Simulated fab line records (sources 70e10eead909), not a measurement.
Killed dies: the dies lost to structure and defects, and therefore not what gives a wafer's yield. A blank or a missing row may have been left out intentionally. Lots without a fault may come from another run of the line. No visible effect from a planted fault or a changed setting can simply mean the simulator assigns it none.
fab line records | flow nand-harc | part 1 of 2: steps 1 to 23 of 29
record: lots: 5 | wafers: 15 | last-day: 29
route steps=1302 shown A_STAIRCASE@675
lots that met no fault: from a run of the same line without faults
start-h: hours from the record's opening day to when the first of the lot's shown wafers began | wait-h: hours elapsed since this lot's preceding step | " identical to the entry in the row above | L1.1+2: a row that stands for several wafers | - no value, or no start was given | * or withheld: withheld | < > ~ a bound
route shown NAME@n: a module of which the file shows steps, and the number in the route of the first | usual: mean and standard deviation over wafers with no fault | same: alike in all rows | chamber/n: place in a boat | sites: per-site readings | _std_site: standard deviation across them | _edge_site: outer sites' mean less inner sites' | radius-mm: how far each site lies from the wafer's centre | mask NAME#n: copy n | behind: the most recent tool/chamber to have shaped the wafer | hold: cause of the lot's hold/its duration in hours/its outcome | device: which transistor (n, p or np) failed to switch | end of line: the same wafers' tests at the end of the route | where a step has no rows: the recipe by itself | killed: count of dies lost to structure and defects at first sort (not the wafer's yield) | map: shows each die of a wafer: x if killed, . if not, _ if none is there
set.NAME: the setting as run; set.NAME@STEP: as run at that earlier step | model.NAME: the simulator's own value behind a step, which no gauge read
a table for each step, a row for each wafer; lots at some steps of the route
services: from which hour (start-h, from the record's first day; less than 0 if before it) a tool's chamber was out of use, for how many hours, and why
== steps ==
step: NHARC_A_STAIRCASE_ETCH_19
recipe: target-depth-a: 1000 | time-s: 40.5 | ion-energy-ev: 400 | c4f8-flow-sccm: 20 | o2-flow-sccm: 10 | ar-flow-sccm: withheld | rf-w: 600 | bias-w: 1000 | chemistry: C4F8/O2
usual: oes-product-au: 0.945/0.012 | rf-vpp-V: 899/4.6
lot.wafer | tool        | chamber | start-h | wait-h | oes-product-au | rf-hours-counter-h | rf-vpp-V
L075.3    | rie-diel-09 | 3       | -       | -      | 0.950          | 8                  | 906
L075.2    | "           | 1       | "       | "      | 0.941          | 10                 | 899
L075.6    | "           | 2       | "       | "      | 0.963          | -                  | 899
L080.2    | rie-diel-09 | 3       | -       | -      | 0.947          | 30                 | 906
L080.1    | "           | 2       | "       | "      | 0.950          | 31                 | 898
L080.6    | "           | 0       | "       | "      | 0.938          | -                  | 900
L079.2    | rie-diel-09 | 1       | -       | -      | 0.939          | 28                 | 899
L079.4    | "           | 0       | "       | "      | 0.944          | 12                 | 899
L079.6    | "           | 1       | "       | "      | 0.941          | -                  | 901
L085.1    | rie-diel-09 | 3       | -       | -      | 0.963          | 52                 | 901
L085.6    | "           | 0       | "       | "      | 0.940          | -                  | 902
L085.4    | "           | 2       | "       | "      | 0.960          | -                  | 897
L087.4    | rie-diel-01 | 2       | -       | -      | 0.946          | 26                 | 889
L087.6    | "           | 3       | "       | "      | 0.956          | -                  | 897
L087.5    | "           | 0       | "       | "      | 0.950          | -                  | 888
step: NHARC_A_STAIRCASE_TRIM_20
recipe: time-s: 211.2 | o2-flow-sccm: 500 | ar-flow-sccm: 0 | bias-w: 0 | chemistry: O2
usual: drypump-motor-current-A: 5.8/0.42 | mfc-ar-sccm: 0.004/0.0091 | oes-product-au: 1.004/0.0094 | rf-vpp-V: 58.0/0.85 | showerhead-plenum-p-Torr: 3.61/0.12 | throttle-valve-pct: 17.036/0.0087
lot.wafer | tool        | chamber | start-h | wait-h | drypump-motor-current-A | mfc-ar-sccm | oes-product-au | rf-hours-counter-h | rf-vpp-V | showerhead-plenum-p-Torr | throttle-valve-pct
L075.3    | rie-diel-09 | 1       | 362.42  | 0.1    | 5.9                     | 0           | 0.994          | 10                 | 59.9     | 3.65                     | 17.035
L075.2    | "           | 2       | "       | "      | 6.2                     | 0           | 1.019          | 8                  | 58.0     | 3.59                     | 17.031
L075.6    | "           | 3       | "       | "      | 6.4                     | 0.000       | 1.014          | -                  | 56.9     | 3.78                     | 17.025
L080.1    | rie-diel-01 | 1       | 408.63  | 0.1    | 5.3                     | 0.007       | 0.996          | 5                  | 58.5     | 3.46                     | 17.049
L080.2    | "           | 3       | "       | "      | 5.7                     | 0           | 1.012          | 5                  | 57.4     | 3.56                     | 17.036
L080.6    | "           | 1       | "       | "      | 5.3                     | 0.007       | 0.985          | -                  | 58.6     | 3.46                     | 17.042
L079.4    | rie-diel-09 | 0       | 408.81  | 0.1    | 5.7                     | 0           | 1.002          | 12                 | 57.0     | 3.63                     | 17.031
L079.2    | "           | 1       | "       | "      | 5.9                     | 0           | 0.991          | 28                 | 57.3     | 3.64                     | 17.042
L079.6    | "           | 1       | "       | "      | 5.9                     | 0           | 0.988          | -                  | 58.3     | 3.64                     | 17.021
L085.1    | rie-diel-09 | 3       | 461.78  | 0.1    | 6.4                     | 0.000       | 1.023          | 52                 | 57.1     | 3.75                     | 17.051
L085.6    | "           | 0       | "       | "      | 5.7                     | 0           | 1.010          | -                  | 56.6     | 3.62                     | 17.033
L085.4    | "           | 2       | "       | "      | 6.2                     | 0           | 1.008          | -                  | 57.1     | 3.57                     | 17.034
L087.4    | rie-diel-09 | 0       | 489.52  | 0.1    | 5.7                     | 0           | 0.997          | 38                 | 57.4     | 3.62                     | 17.027
L087.6    | "           | 0       | "       | "      | 5.7                     | 0           | 0.994          | -                  | 57.9     | 3.62                     | 17.028
L087.5    | "           | 1       | "       | "      | 5.9                     | 0           | 0.997          | -                  | 59.9     | 3.63                     | 17.035
step: NHARC_A_STAIRCASE_ETCH_21
recipe: target-depth-a: 1000 | time-s: 40.5 | ion-energy-ev: 400 | c4f8-flow-sccm: 20 | o2-flow-sccm: 10 | ar-flow-sccm: withheld | rf-w: 600 | bias-w: 1000 | chemistry: C4F8/O2
usual: oes-product-au: 0.950/0.017 | rf-vpp-V: 899/4.4
lot.wafer | tool        | chamber | start-h | wait-h | oes-product-au | rf-hours-counter-h | rf-vpp-V
L075.3    | rie-diel-09 | 1       | -       | -      | 0.946          | 10                 | 902
L075.2    | "           | 3       | "       | "      | 0.949          | 8                  | 904
L075.6    | "           | 2       | "       | "      | 0.957          | -                  | 899
L079.2    | rie-diel-09 | 1       | -       | -      | 0.946          | 28                 | 901
L079.4    | "           | 0       | "       | "      | 0.928          | 12                 | 900
L079.6    | "           | 2       | "       | "      | 0.979          | -                  | 898
L080.1    | rie-diel-01 | 3       | 409.04  | 0.4    | 0.938          | 5                  | 896
L080.2    | "           | 1       | "       | "      | 0.927          | 5                  | 895
L080.6    | "           | 1       | "       | "      | 0.926          | -                  | 893
L085.1    | rie-diel-09 | 2       | -       | -      | 0.948          | 51                 | 896
L085.4    | "           | 2       | "       | "      | 0.958          | -                  | 898
L085.6    | "           | 0       | "       | "      | 0.947          | -                  | 900
L087.4    | rie-diel-09 | 0       | -       | -      | 0.938          | 38                 | 898
L087.5    | "           | 3       | "       | "      | 0.979          | -                  | 904
L087.6    | "           | 0       | "       | "      | 0.949          | -                  | 899
step: NHARC_A_STAIRCASE_TRIM_22
recipe: time-s: 211.2 | o2-flow-sccm: 500 | ar-flow-sccm: 0 | bias-w: 0 | chemistry: O2
usual: drypump-motor-current-A: 5.8/0.43 | mfc-ar-sccm: 0.006/0.011 | oes-product-au: 1.003/0.011 | rf-vpp-V: 57.9/0.85 | showerhead-plenum-p-Torr: 3.60/0.12 | throttle-valve-pct: 17.037/0.0082
lot.wafer | tool        | chamber | start-h | wait-h | drypump-motor-current-A | mfc-ar-sccm | oes-product-au | rf-hours-counter-h | rf-vpp-V | showerhead-plenum-p-Torr | throttle-valve-pct
L075.3    | rie-diel-09 | 3       | -       | -      | 6.5                     | 0.000       | 1.002          | 8                  | 59.8     | 3.78                     | 17.045
L075.2    | "           | 2       | "       | "      | 6.2                     | 0           | 1.015          | 8                  | 59.0     | 3.59                     | 17.037
L075.6    | "           | 1       | "       | "      | 5.9                     | 0           | 0.981          | -                  | 58.2     | 3.65                     | 17.044
L079.2    | rie-diel-09 | 1       | -       | -      | 5.9                     | 0           | 0.983          | 28                 | 58.2     | 3.64                     | 17.029
L079.4    | "           | 0       | "       | "      | 5.8                     | 0           | 0.994          | 12                 | 58.3     | 3.63                     | 17.045
L079.6    | "           | 1       | "       | "      | 5.9                     | 0           | 0.990          | -                  | 57.1     | 3.64                     | 17.045
L080.1    | rie-diel-01 | 1       | 409.21  | 0.2    | 5.3                     | 0.007       | 0.982          | 5                  | 56.8     | 3.46                     | 17.038
L080.2    | "           | 1       | "       | "      | 5.3                     | 0.007       | 0.993          | -                  | 58.4     | 3.46                     | 17.030
L080.6    | "           | 1       | "       | "      | 5.3                     | 0.007       | 0.997          | -                  | 57.9     | 3.46                     | 17.042
L085.1    | rie-diel-09 | 0       | -       | -      | 5.7                     | 0           | 1.002          | 31                 | 57.4     | 3.62                     | 17.026
L085.4    | "           | 2       | "       | "      | 6.2                     | 0           | 1.013          | -                  | 58.4     | 3.57                     | 17.032
L085.6    | "           | 0       | "       | "      | 5.7                     | 0           | 1.004          | -                  | 57.8     | 3.62                     | 17.051
L087.4    | rie-diel-09 | 1       | -       | -      | 5.9                     | 0           | 0.990          | 50                 | 57.9     | 3.63                     | 17.037
L087.6    | "           | 1       | "       | "      | 5.9                     | 0           | 0.995          | -                  | 58.2     | 3.63                     | 17.042
L087.5    | "           | 2       | "       | "      | 6.2                     | 0           | 1.012          | -                  | 57.4     | 3.56                     | 17.031
step: NHARC_A_STAIRCASE_ETCH_23
recipe: target-depth-a: 1000 | time-s: 40.5 | ion-energy-ev: 400 | c4f8-flow-sccm: 20 | o2-flow-sccm: 10 | ar-flow-sccm: withheld | rf-w: 600 | bias-w: 1000 | chemistry: C4F8/O2
usual: oes-product-au: 0.945/0.015 | rf-vpp-V: 899/4.4
lot.wafer | tool        | chamber | start-h | wait-h | oes-product-au | rf-hours-counter-h | rf-vpp-V
L075.3    | rie-diel-09 | 1       | -       | -      | 0.935          | 11                 | 902
L075.2    | "           | 2       | "       | "      | 0.955          | 8                  | 898
L075.6    | "           | 1       | "       | "      | 0.935          | -                  | 899
L079.4    | rie-diel-09 | 2       | -       | -      | 0.954          | 31                 | 897
L079.2    | "           | 0       | "       | "      | 0.945          | 12                 | 900
L079.6    | "           | 2       | "       | "      | 0.965          | -                  | 898
L080.1    | rie-diel-01 | 1       | 410.19  | 0.9    | 0.921          | 6                  | 894
L080.2    | "           | 1       | "       | "      | 0.912          | -                  | 894
L080.6    | "           | 1       | "       | "      | 0.922          | -                  | 894
L085.1    | rie-diel-09 | 0       | -       | -      | 0.940          | 31                 | 899
L085.6    | "           | 2       | "       | "      | 0.960          | -                  | 897
L085.4    | "           | 0       | "       | "      | 0.941          | -                  | 899
L087.4    | rie-diel-09 | 3       | -       | -      | 0.961          | 57                 | 903
L087.6    | "           | 2       | "       | "      | 0.954          | -                  | 896
L087.5    | "           | 3       | "       | "      | 0.976          | -                  | 905
step: NHARC_A_STAIRCASE_TRIM_24
recipe: time-s: 211.2 | o2-flow-sccm: 500 | ar-flow-sccm: 0 | bias-w: 0 | chemistry: O2
usual: drypump-motor-current-A: 5.8/0.45 | mfc-ar-sccm: 0.005/0.01 | oes-product-au: 1.002/0.01 | rf-vpp-V: 58.1/0.91 | showerhead-plenum-p-Torr: 3.60/0.12 | throttle-valve-pct: 17.036/0.0085
lot.wafer | tool        | chamber | start-h | wait-h | drypump-motor-current-A | mfc-ar-sccm | oes-product-au | rf-hours-counter-h | rf-vpp-V | showerhead-plenum-p-Torr | throttle-valve-pct
L075.3    | rie-diel-09 | 1       | -       | -      | 5.9                     | 0           | 0.996          | 11                 | 57.7     | 3.65                     | 17.037
L075.2    | "           | 3       | "       | "      | 6.4                     | 0.000       | 1.004          | 8                  | 58.1     | 3.78                     | 17.046
L075.6    | "           | 3       | "       | "      | 6.4                     | 0.000       | 1.006          | -                  | 58.2     | 3.78                     | 17.041
L079.2    | rie-diel-09 | 3       | -       | -      | 6.4                     | 0.000       | 1.004          | 30                 | 58.3     | 3.76                     | 17.022
L079.4    | "           | 2       | "       | "      | 6.2                     | 0           | 1.012          | 31                 | 58.2     | 3.58                     | 17.037
L079.6    | "           | 0       | "       | "      | 5.8                     | 0           | 1.002          | -                  | 57.6     | 3.63                     | 17.032
L080.1    | rie-diel-01 | 1       | 410.38  | 0.2    | 5.2                     | 0.007       | 1.001          | 6                  | 58.7     | 3.46                     | 17.034
L080.2    | "           | 1       | "       | "      | 5.2                     | 0.007       | 0.992          | -                  | 58.2     | 3.46                     | 17.034
L080.6    | "           | 1       | "       | "      | 5.2                     | 0.007       | 0.984          | -                  | 59.3     | 3.46                     | 17.042
L085.1    | rie-diel-09 | 2       | -       | -      | 6.2                     | 0           | 1.012          | 51                 | 57.8     | 3.57                     | 17.029
L085.4    | "           | 2       | "       | "      | 6.2                     | 0           | 1.005          | -                  | 57.8     | 3.57                     | 17.039
L085.6    | "           | 3       | "       | "      | 6.4                     | 0.000       | 1.003          | -                  | 56.9     | 3.75                     | 17.037
L087.4    | rie-diel-09 | 0       | -       | -      | 5.7                     | 0           | 0.988          | 38                 | 58.1     | 3.62                     | 17.036
L087.6    | "           | 1       | "       | "      | 5.9                     | 0           | 0.982          | -                  | 58.3     | 3.63                     | 17.056
L087.5    | "           | 2       | "       | "      | 6.2                     | 0           | 1.003          | -                  | 59.4     | 3.56                     | 17.037
step: NHARC_A_STAIRCASE_ETCH_25
recipe: target-depth-a: 1000 | time-s: 40.5 | ion-energy-ev: 400 | c4f8-flow-sccm: 20 | o2-flow-sccm: 10 | ar-flow-sccm: withheld | rf-w: 600 | bias-w: 1000 | chemistry: C4F8/O2
usual: oes-product-au: 0.943/0.014 | rf-vpp-V: 899/4.4
lot.wafer | tool        | chamber | start-h | wait-h | oes-product-au | rf-hours-counter-h | rf-vpp-V
L075.2    | rie-diel-09 | 1       | -       | -      | 0.937          | 11                 | 900
L075.3    | "           | 3       | "       | "      | 0.948          | 8                  | 903
L075.6    | "           | 3       | "       | "      | 0.948          | -                  | 905
L079.2    | rie-diel-09 | 2       | -       | -      | 0.967          | 31                 | 899
L079.4    | "           | 0       | "       | "      | 0.944          | 12                 | 901
L079.6    | "           | 1       | "       | "      | 0.942          | -                  | 900
L080.1    | rie-diel-01 | 1       | 410.79  | 0.4    | 0.912          | 6                  | 894
L080.2    | "           | 1       | "       | "      | 0.916          | -                  | 893
L080.6    | "           | 1       | "       | "      | 0.907          | -                  | 893
L085.4    | rie-diel-09 | 2       | -       | -      | 0.961          | 51                 | 897
L085.1    | "           | 0       | "       | "      | 0.941          | 31                 | 899
L085.6    | "           | 2       | "       | "      | 0.962          | -                  | 899
L087.4    | rie-diel-09 | 2       | -       | -      | 0.953          | 58                 | 896
L087.6    | "           | 0       | "       | "      | 0.944          | -                  | 899
L087.5    | "           | 1       | "       | "      | 0.933          | -                  | 900
step: NHARC_A_STAIRCASE_TRIM_26
recipe: time-s: 211.2 | o2-flow-sccm: 500 | ar-flow-sccm: 0 | bias-w: 0 | chemistry: O2
usual: drypump-motor-current-A: 5.8/0.45 | mfc-ar-sccm: 0.006/0.011 | oes-product-au: 1.002/0.01 | rf-vpp-V: 58.0/0.86 | showerhead-plenum-p-Torr: 3.60/0.12 | throttle-valve-pct: 17.036/0.0088
lot.wafer | tool        | chamber | start-h | wait-h | drypump-motor-current-A | mfc-ar-sccm | oes-product-au | rf-hours-counter-h | rf-vpp-V | showerhead-plenum-p-Torr | throttle-valve-pct
L075.3    | rie-diel-09 | 3       | -       | -      | 6.4                     | 0.000       | 1.003          | 8                  | 59.1     | 3.78                     | 17.040
L075.2    | "           | 2       | "       | "      | 6.2                     | 0           | 1.015          | 9                  | 58.2     | 3.59                     | 17.043
L075.6    | "           | 3       | "       | "      | 6.4                     | 0.000       | 1.011          | -                  | 58.3     | 3.78                     | 17.031
L079.4    | rie-diel-09 | 0       | -       | -      | 5.8                     | 0           | 0.991          | 12                 | 58.2     | 3.63                     | 17.047
L079.2    | "           | 3       | "       | "      | 6.4                     | 0.000       | 0.999          | 31                 | 59.2     | 3.77                     | 17.037
L079.6    | "           | 0       | "       | "      | 5.7                     | 0           | 0.995          | -                  | 58.4     | 3.63                     | 17.036
L080.1    | rie-diel-01 | 1       | 415.62  | 4.8    | 5.2                     | 0.007       | 0.998          | 11                 | 55.7     | 3.46                     | 17.039
L080.2    | "           | 1       | "       | "      | 5.2                     | 0.007       | 0.988          | -                  | 57.3     | 3.46                     | 17.043
L080.6    | "           | 1       | "       | "      | 5.2                     | 0.007       | 0.998          | -                  | 56.7     | 3.46                     | 17.020
L085.4    | rie-diel-09 | 0       | -       | -      | 5.8                     | 0           | 1.003          | 31                 | 57.0     | 3.62                     | 17.052
L085.1    | "           | 1       | "       | "      | 5.9                     | 0           | 0.995          | 43                 | 59.0     | 3.63                     | 17.053
L085.6    | "           | 1       | "       | "      | 5.9                     | 0           | 0.995          | -                  | 58.4     | 3.63                     | 17.030
L087.4    | rie-diel-09 | 0       | -       | -      | 5.7                     | 0           | 0.983          | 38                 | 57.7     | 3.62                     | 17.038
L087.6    | "           | 1       | "       | "      | 5.9                     | 0           | 0.993          | -                  | 58.8     | 3.63                     | 17.031
L087.5    | "           | 2       | "       | "      | 6.2                     | 0           | 1.014          | -                  | 58.2     | 3.56                     | 17.026
step: NHARC_A_STAIRCASE_ETCH_27
recipe: target-depth-a: 1000 | time-s: 40.5 | ion-energy-ev: 400 | c4f8-flow-sccm: 20 | o2-flow-sccm: 10 | ar-flow-sccm: withheld | rf-w: 600 | bias-w: 1000 | chemistry: C4F8/O2
usual: oes-product-au: 0.944/0.016 | rf-vpp-V: 899/4.6
lot.wafer | tool        | chamber | start-h | wait-h | oes-product-au | rf-hours-counter-h | rf-vpp-V
L075.2    | rie-diel-09 | 1       | -       | -      | 0.932          | 11                 | 899
L075.3    | "           | 2       | "       | "      | 0.954          | 9                  | 899
L075.6    | "           | 1       | "       | "      | 0.942          | -                  | 901
L079.2    | rie-diel-09 | 3       | -       | -      | 0.942          | 31                 | 903
L079.4    | "           | 1       | "       | "      | 0.935          | 28                 | 899
L079.6    | "           | 2       | "       | "      | 0.979          | -                  | 897
L080.2    | rie-diel-01 | 2       | 416.60  | 0.9    | 0.904          | 5                  | 890
L080.1    | "           | 1       | "       | "      | 0.912          | 11                 | 895
L080.6    | "           | 1       | "       | "      | 0.918          | -                  | 893
L085.1    | rie-diel-09 | 2       | -       | -      | 0.967          | 52                 | 897
L085.4    | "           | 1       | "       | "      | 0.925          | 43                 | 899
L085.6    | "           | 2       | "       | "      | 0.959          | -                  | 896
L087.4    | rie-diel-09 | 1       | -       | -      | 0.929          | 50                 | 900
L087.6    | "           | 3       | "       | "      | 0.959          | -                  | 904
L087.5    | "           | 0       | "       | "      | 0.958          | -                  | 900
step: NHARC_A_STAIRCASE_STRIP_175
recipe: power-w: 1500 | temp-c: 250 | chemistry: O2
usual: drypump-motor-current-A: 5.36/0.1 | heater-power-w: 348/22
lot.wafer | tool            | chamber | start-h | wait-h | drypump-motor-current-A | heater-power-w | rf-hours-counter-h
L075.2    | plasma-asher-02 | 0       | 363.69  | 0.1    | 5.43                    | 373            | 23
L075.3    | "               | 1       | "       | "      | 5.48                    | 339            | -
L075.6    | "               | 0       | "       | "      | 5.39                    | 365            | -
L079.2    | plasma-asher-02 | 0       | 409.92  | 0.1    | 5.39                    | 361            | 32
L079.4    | "               | 0       | "       | "      | 5.41                    | 364            | -
L079.6    | "               | 0       | "       | "      | 5.37                    | 361            | -
L080.1    | plasma-asher-02 | 1       | 416.80  | 0.1    | 5.48                    | 359            | 33
L080.2    | "               | 0       | "       | "      | 5.43                    | 357            | 33
L080.6    | "               | 0       | "       | "      | 5.43                    | 367            | -
L085.1    | plasma-asher-02 | 0       | 463.02  | 0.1    | 5.37                    | 371            | 3
L085.4    | "               | 1       | "       | "      | 5.48                    | 359            | -
L085.6    | "               | 1       | "       | "      | 5.46                    | 360            | -
L087.4    | plasma-asher-01 | 1       | 490.73  | 0.2    | 5.22                    | 326            | -
L087.5    | "               | 0       | "       | "      | 5.35                    | 344            | -
L087.6    | "               | 1       | "       | "      | 5.22                    | 319            | -
step: NHARC_A_STAIRCASE_STRIP_148
recipe: time-s: 900 | temp-c: 130 | chemistry: SPM
lot.wafer  | tool         | chamber | start-h | wait-h
L075.3+2+6 | wet-bench-07 | 6,7,0   | 364.05  | 0.3
L079.4+2+6 | wet-bench-01 | 0,1,5   | 410.22  | 0.2
L080.2+6+1 | wet-bench-06 | 6,1,2   | 417.15  | 0.3
L085.6+4+1 | wet-bench-06 | 5,6,1   | 463.33  | 0.1
L087.6+4+5 | wet-bench-01 | 5,6,2   | 490.95  | 0.1
step: NHARC_A_STAIRCASE_PRECLEAN_149
recipe: time-s: * | temp-c: 50 | bath-age-min: 0 | chemistry: SC1
usual: sc1-h2o2-end-mol-l: 0.3698/0.00064
lot.wafer | tool         | chamber | start-h | wait-h | sc1-h2o2-end-mol-l
L075.3    | wet-bench-07 | 6       | -       | -      | 0.3702
L075.2    | "            | 7       | "       | "      | 0.3704
L075.6    | "            | 0       | "       | "      | 0.3698
L079.4    | wet-bench-01 | 0       | -       | -      | 0.3685
L079.2    | "            | 1       | "       | "      | 0.3699
L079.6    | "            | 5       | "       | "      | 0.3690
L080.2    | wet-bench-06 | 6       | -       | -      | 0.3684
L080.6    | "            | 1       | "       | "      | 0.3695
L080.1    | "            | 2       | "       | "      | 0.3697
L085.6    | wet-bench-06 | 5       | -       | -      | 0.3693
L085.4    | "            | 6       | "       | "      | 0.3692
L085.1    | "            | 1       | "       | "      | 0.3692
L087.6    | wet-bench-01 | 5       | -       | -      | 0.3704
L087.4    | "            | 6       | "       | "      | 0.3703
L087.5    | "            | 2       | "       | "      | 0.3696
step: NHARC_A_STAIRCASE_SRD_150
lot.wafer  | tool         | chamber | start-h | wait-h
L075.3+2+6 | wet-bench-07 | 6,7,0   | -       | -
L079.4+2+6 | wet-bench-01 | 0,1,5   | -       | -
L080.2+6+1 | wet-bench-06 | 6,1,2   | -       | -
L085.6+4+1 | wet-bench-06 | 5,6,1   | -       | -
L087.6+4+5 | wet-bench-01 | 5,6,2   | -       | -
step: NHARC_A_STAIRCASE_DEHYDRATE_176
recipe: temp-c: 150 | time-s: 120
lot.wafer  | tool           | chamber | start-h | wait-h
L075.2+3+6 | litho-track-07 | 0       | 364.55  | -
L079.2+4+6 | litho-track-07 | 0       | 410.77  | -
L080.1+2+6 | litho-track-03 | 0       | 417.61  | -
L085.1+4+6 | litho-track-07 | 0       | 463.78  | -
L087.4+5+6 | litho-track-07 | 0       | 491.41  | -
step: NHARC_A_STAIRCASE_HMDS_177
recipe: time-s: 30
lot.wafer  | tool           | chamber | start-h | wait-h
L075.2+3+6 | litho-track-07 | 0       | -       | -
L079.2+4+6 | litho-track-07 | 0       | -       | -
L080.1+2+6 | litho-track-03 | 0       | -       | -
L085.1+4+6 | litho-track-07 | 0       | -       | -
L087.4+5+6 | litho-track-07 | 0       | -       | -
step: NHARC_A_STAIRCASE_COAT_178
recipe: spin-rpm: 1200
lot.wafer  | tool           | chamber | start-h | wait-h
L075.2+3+6 | litho-track-07 | 0       | -       | -
L079.2+4+6 | litho-track-07 | 0       | -       | -
L080.1+2+6 | litho-track-03 | 0       | -       | -
L085.1+4+6 | litho-track-07 | 0       | -       | -
L087.4+5+6 | litho-track-07 | 0       | -       | -
step: NHARC_A_STAIRCASE_SOFTBAKE_179
recipe: temp-c: 135 | time-s: 170
lot.wafer  | tool           | chamber | start-h | wait-h
L075.2+3+6 | litho-track-07 | 0       | -       | -
L079.2+4+6 | litho-track-07 | 0       | -       | -
L080.1+2+6 | litho-track-03 | 0       | -       | -
L085.1+4+6 | litho-track-07 | 0       | -       | -
L087.4+5+6 | litho-track-07 | 0       | -       | -
step: NHARC_A_STAIRCASE_EBR_180
lot.wafer  | tool           | chamber | start-h | wait-h
L075.2+3+6 | litho-track-07 | 0       | -       | -
L079.2+4+6 | litho-track-07 | 0       | -       | -
L080.1+2+6 | litho-track-03 | 0       | -       | -
L085.1+4+6 | litho-track-07 | 0       | -       | -
L087.4+5+6 | litho-track-07 | 0       | -       | -
step: NHARC_A_STAIRCASE_EXPOSE_181
recipe: na: 0.5 | dose-mj: 27.87 | mask-id: STAIR_2
lot.wafer  | tool           | chamber | start-h | wait-h | mask
L075.2+3+6 | krf-scanner-02 | 0       | 365.01  | -      | STAIR_2#0
L079.2+4+6 | krf-scanner-02 | 0       | 410.99  | -      | STAIR_2#0
L080.1+2+6 | krf-scanner-04 | 0       | 417.94  | -      | STAIR_2#0
L085.1+4+6 | krf-scanner-04 | 0       | 464.11  | -      | STAIR_2#0
L087.4+5+6 | krf-scanner-01 | 0       | 491.76  | -      | STAIR_2#0
step: NHARC_A_STAIRCASE_PEB_182
recipe: peb-temp-c: 115 | peb-time-s: 130
lot.wafer  | tool           | chamber | start-h | wait-h
L075.2+3+6 | litho-track-02 | 0       | 365.08  | 0.1
L079.2+4+6 | litho-track-02 | 0       | 411.05  | 0.1
L080.1+2+6 | litho-track-02 | 0       | 418.01  | 0.1
L085.1+4+6 | litho-track-02 | 0       | 464.18  | 0.1
L087.4+5+6 | litho-track-03 | 0       | 491.81  | 0.0
step: NHARC_A_STAIRCASE_DEVELOP_183
recipe: time-s: 140
lot.wafer  | tool           | chamber | start-h | wait-h
L075.2+3+6 | litho-track-02 | 0       | -       | -
L079.2+4+6 | litho-track-02 | 0       | -       | -
L080.1+2+6 | litho-track-02 | 0       | -       | -
L085.1+4+6 | litho-track-02 | 0       | -       | -
L087.4+5+6 | litho-track-03 | 0       | -       | -
step: NHARC_A_STAIRCASE_HARDBAKE_185
recipe: temp-c: 120 | time-s: 140
lot.wafer  | tool           | chamber | start-h | wait-h
L075.2+3+6 | litho-track-02 | 0       | 365.30  | -
L079.2+4+6 | litho-track-03 | 0       | 411.27  | -
L080.1+2+6 | litho-track-07 | 0       | 418.22  | -
L085.1+4+6 | litho-track-07 | 0       | 464.40  | -
L087.4+5+6 | litho-track-02 | 0       | 492.04  | -
step: NHARC_A_STAIRCASE_DESCUM_186
recipe: time-s: 3 | o2-flow-sccm: 200 | ar-flow-sccm: 0 | bias-power-w: 0 | chemistry: O2
usual: drypump-motor-current-A: 5.8/0.45 | mfc-ar-sccm: 0.006/0.011 | oes-product-au: 1.003/0.011 | rf-vpp-V: 57.9/0.88 | showerhead-plenum-p-Torr: 1.96/0.072 | throttle-valve-pct: 11.311/0.0084
lot.wafer | tool        | chamber | start-h | wait-h | drypump-motor-current-A | mfc-ar-sccm | oes-product-au | rf-hours-counter-h | rf-vpp-V | showerhead-plenum-p-Torr | throttle-valve-pct
L075.3    | rie-diel-05 | 3       | 365.41  | -      | 5.2                     | 0           | 1.006          | 43                 | 58.4     | 2.06                     | 11.311
L075.2    | "           | 0       | "       | "      | 5.0                     | 0.035       | 1.006          | 43                 | 57.4     | 1.95                     | 11.305
L075.6    | "           | 3       | "       | "      | 5.2                     | 0           | 0.992          | -                  | 59.3     | 2.06                     | 11.301
L079.4    | rie-diel-09 | 1       | 411.50  | -      | 5.9                     | 0           | 0.987          | 29                 | 58.9     | 1.98                     | 11.319
L079.2    | "           | 3       | "       | "      | 6.4                     | 0.000       | 0.994          | 31                 | 59.4     | 2.05                     | 11.313
L079.6    | "           | 1       | "       | "      | 5.9                     | 0           | 0.989          | -                  | 57.9     | 1.98                     | 11.321
L080.1    | rie-diel-05 | 0       | 418.33  | -      | 5.0                     | 0.035       | 1.018          | 2                  | 57.1     | 1.94                     | 11.297
L080.2    | "           | 1       | "       | "      | 5.8                     | 0.012       | 0.996          | 2                  | 58.0     | 2.04                     | 11.309
L080.6    | "           | 3       | "       | "      | 5.2                     | 0           | 0.995          | -                  | 58.4     | 2.06                     | 11.316
L085.1    | rie-diel-05 | 1       | 464.50  | -      | 5.8                     | 0.012       | 1.017          | 21                 | 58.2     | 2.03                     | 11.295
L085.4    | "           | 3       | "       | "      | 5.2                     | 0           | 1.003          | 20                 | 57.4     | 2.05                     | 11.323
L085.6    | "           | 2       | "       | "      | 5.9                     | 0           | 1.004          | -                  | 58.9     | 1.95                     | 11.310
L087.4    | rie-diel-01 | 2       | 492.12  | -      | 6.4                     | 0.019       | 0.988          | 26                 | 57.1     | 1.80                     | 11.323
L087.5    | "           | 2       | "       | "      | 6.4                     | 0.019       | 0.996          | -                  | 57.4     | 1.80                     | 11.311
L087.6    | "           | 3       | "       | "      | 5.8                     | 0           | 0.993          | -                  | 57.3     | 1.93                     | 11.313
